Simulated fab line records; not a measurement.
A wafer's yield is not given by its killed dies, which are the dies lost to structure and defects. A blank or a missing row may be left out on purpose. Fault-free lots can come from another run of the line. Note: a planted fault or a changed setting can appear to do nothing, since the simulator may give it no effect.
Matching of chambers    flow nand_harc    NHARC_P_GATE_ETCH_32 on rie_si-01 has 4 sister chambers
The step etches the open film in HBr/Cl2, target depth 150 nm, time 100.1 s. 4 wafers are shown with their chamber, then 6 later ones without.

== WAFERS PAIRED WITH THEIR CHAMBERS ==
wafer   chamber  he_backside_leak_sccm (sccm)
L606.6  2        2.8
L607.2  3        3.1
L607.3  0        2.9
L607.5  1        2.5

== WAFERS WITH NO CHAMBER GIVEN ==
wafer   he_backside_leak_sccm (sccm)
L611.1  2.8
L611.4  2.8
L611.5  3.1
L612.2  3.1
L612.3  2.7
L612.6  2.8

== EACH ONE'S CHAMBER ==
wafer    from the rows above   in truth
L611.1   2                     2
L611.4   2                     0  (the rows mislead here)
L611.5   3                     3
L612.2   3                     3
L612.3   2                     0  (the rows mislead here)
L612.6   2                     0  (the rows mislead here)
Placed correctly: 3 of 6. Not placeable from these rows: 0. Wrongly placed: 3.
How it was worked out, from the rows above alone: a wafer's distance from a chamber is the root of the sum, over the readings, of the square of ((its reading less the chamber's mean) divided by the reading's scatter). The wafer belongs to the nearest chamber; if the next one is less than 2 further off, it can't be placed. For every chamber, the mean is computed from those of its wafers that are shown. The scatter: root of mean squared gap, hidden wafer to nearest shown wafer, with one shown wafer a chamber.
